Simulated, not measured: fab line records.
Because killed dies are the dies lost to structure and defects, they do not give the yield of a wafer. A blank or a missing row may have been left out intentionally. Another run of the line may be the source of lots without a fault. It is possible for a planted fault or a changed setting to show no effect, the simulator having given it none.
What tool caused it? | flow n5 finfet | 36 wafers from 12 lots sampled at 5 of the route's 1938 steps

== WHAT THE GAUGES SHOWED, per wafer ==
N5_SDB_CD_MEAS_11: the cd target is 50 nm.
lot  | measured    | on        | cd nm (nm)
L542 | day 4 05:41 | cd sem-02 | 51.1 51.7 50.7
L543 | day 4 13:26 | cd sem-03 | 50.5 49.8 49.3
L544 | day 4 19:28 | cd sem-03 | 48.5 47.2 47.4
L546 | day 5 06:17 | cd sem-01 | 42.1 44.6 43.2
L548 | day 5 19:13 | cd sem-03 | 43.7 43.8 44.3
L549 | day 6 00:50 | cd sem-02 | 48.0 49.5 48.9
L552 | day 6 18:40 | cd sem-03 | 51.0 50.5 49.9
L553 | day 7 01:43 | cd sem-01 | 49.4 50.5 49.9
L554 | day 7 07:22 | cd sem-01 | 49.7 49.5 48.2
L558 | day 8 07:40 | cd sem-01 | 49.6 49.3 47.4
L562 | day 9 06:55 | cd sem-02 | 47.5 48.4 48.9
L563 | day 9 11:05 | cd sem-02 | 49.4 50.3 51.8

N5_SDB_OVL_MEAS_12.
lot  | measured    | on         | SDB_OVL (nm)
L542 | day 4 05:43 | overlay-01 | -0.1 -0.2 0.6
L543 | day 4 13:28 | overlay-02 | 1.4 2.3 2.0
L544 | day 4 19:29 | overlay-02 | 0.5 1.1 -0.1
L546 | day 5 06:19 | overlay-02 | -0.2 -0.3 -0.8
L548 | day 5 19:15 | overlay-02 | -1.0 0.6 -0.2
L549 | day 6 00:52 | overlay-01 | 1.0 0.0 -0.2
L552 | day 6 18:41 | overlay-02 | -0.7 0.4 -0.4
L553 | day 7 01:46 | overlay-01 | -0.1 1.5 -0.3
L554 | day 7 07:23 | overlay-01 | -0.4 0.0 1.2
L558 | day 8 07:42 | overlay-01 | 0.7 0.5 1.7
L562 | day 9 06:57 | overlay-02 | -0.1 1.1 -0.7
L563 | day 9 11:07 | overlay-01 | -0.6 0.6 -0.1

== WHAT TOOL EACH LOT RAN ON (gives the tool, then ch and the chambers of the sampled wafers, and finally the start) ==
lot  | N5_SD_ACTIVATION_RTA_00         | N5_ILD0_CMP_07               | N5_SDB_EXPOSE_08
L542 | rtp anneal-01 ch 0, day 3 21:49 | cmp-04 ch 1,2, day 4 01:18   | arfi scanner-02 ch 0, day 4 05:34
L543 | rtp anneal-01 ch 0, day 4 05:56 | cmp-02 ch 0,1,2, day 4 09:25 | arfi scanner-01 ch 0, day 4 13:19
L544 | rtp anneal-01 ch 0, day 4 12:01 | cmp-02 ch 0,2,3, day 4 15:33 | arfi scanner-01 ch 0, day 4 19:20
L546 | rtp anneal-01 ch 0, day 4 22:06 | cmp-04 ch 0,1,3, day 5 01:55 | arfi scanner-01 ch 0, day 5 06:10
L548 | rtp anneal-02 ch 0, day 5 11:34 | cmp-02 ch 0,3, day 5 15:14   | arfi scanner-01 ch 0, day 5 19:05
L549 | rtp anneal-02 ch 0, day 5 16:40 | cmp-04 ch 1,2,3, day 5 20:33 | arfi scanner-02 ch 0, day 6 00:43
L552 | rtp anneal-02 ch 0, day 6 11:11 | cmp-04 ch 0,2,3, day 6 14:38 | arfi scanner-02 ch 0, day 6 18:32
L553 | rtp anneal-02 ch 0, day 6 17:16 | cmp-02 ch 0,2,3, day 6 21:54 | arfi scanner-02 ch 0, day 7 01:36
L554 | rtp anneal-02 ch 0, day 6 23:14 | cmp-01 ch 0,1, day 7 03:14   | arfi scanner-02 ch 0, day 7 07:14
L558 | rtp anneal-02 ch 0, day 8 00:19 | cmp-01 ch 0,1,3, day 8 03:46 | arfi scanner-03 ch 0, day 8 07:32
L562 | rtp anneal-01 ch 0, day 8 23:26 | cmp-04 ch 0,2, day 9 02:54   | arfi scanner-02 ch 0, day 9 06:48
L563 | rtp anneal-01 ch 0, day 9 03:44 | cmp-02 ch 1,2, day 9 07:11   | arfi scanner-02 ch 0, day 9 10:58
- N5_SD_ACTIVATION_RTA_00: time 0 s.
- N5_ILD0_CMP_07: polishes SiO2 flowable, stops on poly-Si, t overpolish 1.18 s, target thk 138.88 nm.
- N5_SDB_EXPOSE_08: exposes mask SDB.

== AS READ BY THE TOOLS THEMSELVES (means over the sampled wafers that have a number; for cases with no such wafer, the mark the record gives instead) ==
N5_SD_ACTIVATION_RTA_00.
lot  | tool          | lamp power pct (%) | lamp_zone_5_pct (%) | lamp_zone_7_pct (%) | wafer_temp_C_max
L542 | rtp anneal-01 | 8.95               | 8.960               | 9.32                | 975.3
L543 | rtp anneal-01 | 8.89               | 8.966               | 9.35                | 974.0
L544 | rtp anneal-01 | 8.98               | 8.950               | 9.34                | 973.9
L546 | rtp anneal-01 | 8.92               | 8.973               | 9.34                | 975.5
L548 | rtp anneal-02 | 8.93               | 8.937               | 9.35                | 972.8
L549 | rtp anneal-02 | 8.98               | 8.950               | 9.36                | 975.9
L552 | rtp anneal-02 | 8.94               | 8.926               | 9.35                | 976.3
L553 | rtp anneal-02 | 9.01               | 8.943               | 9.32                | 975.8
L554 | rtp anneal-02 | 8.92               | 8.964               | 9.37                | 974.4
L558 | rtp anneal-02 | 8.96               | 8.981               | 9.35                | 975.2
L562 | rtp anneal-01 | 9.00               | 8.943               | 9.35                | 974.6
L563 | rtp anneal-01 | 8.98               | 8.958               | 9.36                | 973.9

N5_ILD0_CMP_07.
lot  | tool   | motor current A (A) | retaining ring pressure frac
L542 | cmp-04 | 11.5                | 0.996
L543 | cmp-02 | 12.9                | 1.000
L544 | cmp-02 | 12.0                | 1.002
L546 | cmp-04 | 13.5                | 1.006
L548 | cmp-02 | 11.8                | 1.002
L549 | cmp-04 | 12.8                | 1.009
L552 | cmp-04 | 13.0                | 1.002
L553 | cmp-02 | 12.0                | 0.999
L554 | cmp-01 | 11.8                | 0.999
L558 | cmp-01 | 12.9                | 1.002
L562 | cmp-04 | 12.3                | 0.999
L563 | cmp-02 | 12.5                | 1.000

N5_SDB_EXPOSE_08.
lot  | tool            | exposure dose mJ cm2 | reticle temp C (C)
L542 | arfi scanner-02 | 49.95                | 23.03
L543 | arfi scanner-01 | 49.59                | 23.10
L544 | arfi scanner-01 | 49.55                | 22.98
L546 | arfi scanner-01 | 46.07                | 22.93
L548 | arfi scanner-01 | 46.79                | 22.84
L549 | arfi scanner-02 | 49.98                | 22.87
L552 | arfi scanner-02 | 49.99                | 23.03
L553 | arfi scanner-02 | 49.92                | 23.05
L554 | arfi scanner-02 | 49.98                | 23.03
L558 | arfi scanner-03 | 49.54                | 23.26
L562 | arfi scanner-02 | 49.96                | 23.04
L563 | arfi scanner-02 | 50.04                | 23.10

== THE ANSWER, worked out from the rows above alone ==
Rule: the lots themselves supply what counts as usual. The widest of any qualifying gaps counts: lots, ordered by their means at a reading, are off when they make up no more than a third of the lots, leave a main group of 4 or more, and stand apart from it by 3 or more times the standard deviation of that group's means. A main group whose means are all the same, to the digits that the tables above print for the reading, isn't used. Also off: a lot with no number at a reading for which 4 or more lots have one. The other lots that the step has rows for count as sound. First the gauges in route order, then the tools' own readings, where a lot's mean is used as printed above. At the first step where some lot is off, the reading lying furthest off is the one used; lots without a number count as furthest.
Off: L546, L548, at N5_SDB_CD_MEAS_11 (cd nm). Main group: mean 49.5 nm, sd 1.
If a tool, at a process step before that reading, ran all the lots that are off and no sound lot after the first of them, it fits. The gauges at N5_SDB_CD_MEAS_11 aren't tried: what is off there is off at N5_SDB_EXPOSE_08 too, on other tools, and a gauge's error can't cause that. One fits: N5_SDB_EXPOSE_08 on arfi scanner-01. A fault onset in the window from L544 (day 4 19:20, its last sound lot) to L546 (day 5 06:10, its first lot off) fits.
On the lots that are off, the tool's own readings at N5_SDB_EXPOSE_08 differ by more than 5 times the standard deviation of the sound lots' means, which bears it out; exposure dose mJ cm2 reads 46.43 there versus 49.85 on the sound lots.

== WHAT HAD BEEN PUT IN BY THE SIMULATOR ==
Drift in process parameters on arfi scanner-01 at N5_SDB_EXPOSE_08, starting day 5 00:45. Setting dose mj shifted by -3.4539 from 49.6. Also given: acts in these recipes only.
Shown lots that were struck: L546, L548. The rule given above showed the same thing.
